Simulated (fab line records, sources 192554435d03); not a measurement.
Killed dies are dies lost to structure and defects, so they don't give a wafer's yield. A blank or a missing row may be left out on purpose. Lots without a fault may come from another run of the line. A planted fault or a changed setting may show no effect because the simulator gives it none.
Chamber matching | flow n5_finfet | N5_BEOL_M12_DESCUM_33 on rie_diel-04: 4 sister chambers
The step chemistry O2, time 7.9 s. 4 wafers are shown with their chamber, then 7 later ones without.

WAFERS WITH THEIR CHAMBER
wafer  | chamber | drypump_motor_current_A (A)
L083.2 | 3       | 6.1
L083.6 | 0       | 6.6
L089.1 | 1       | 6.1
L089.3 | 2       | 6.3

WAFERS WITHOUT THEIR CHAMBER
wafer  | drypump_motor_current_A (A)
L089.4 | 6.1
L097.1 | 6.1
L097.2 | 6.4
L097.3 | 6.1
L095.3 | 6.4
L095.5 | 6.6
L095.6 | 6.1

WHICH CHAMBER EACH WENT THROUGH
wafer  | from the rows above     | in truth
L089.4 | can't be placed: 1 or 3 | 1
L097.1 | can't be placed: 1 or 3 | 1
L097.2 | can't be placed: 2 or 0 | 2
L097.3 | can't be placed: 1 or 3 | 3
L095.3 | can't be placed: 2 or 0 | 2
L095.5 | 0                       | 0
L095.6 | can't be placed: 1 or 3 | 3
Placed correctly: 1 of 7. Can't be placed from these rows: 6 (the true chamber is among the candidates in 6). Placed wrongly: 0.
How it was worked out, from the rows above alone: a wafer's distance from a chamber is the root of the sum, over the readings, of the square of ((its reading less the chamber's mean) divided by the reading's scatter). The wafer belongs to the nearest chamber; if the next one is less than 2 further off, it can't be placed. A chamber's mean is the mean of its shown wafers. The scatter: with one shown wafer a chamber, the root of the mean of the squares of how far each hidden wafer lies from its nearest shown one.
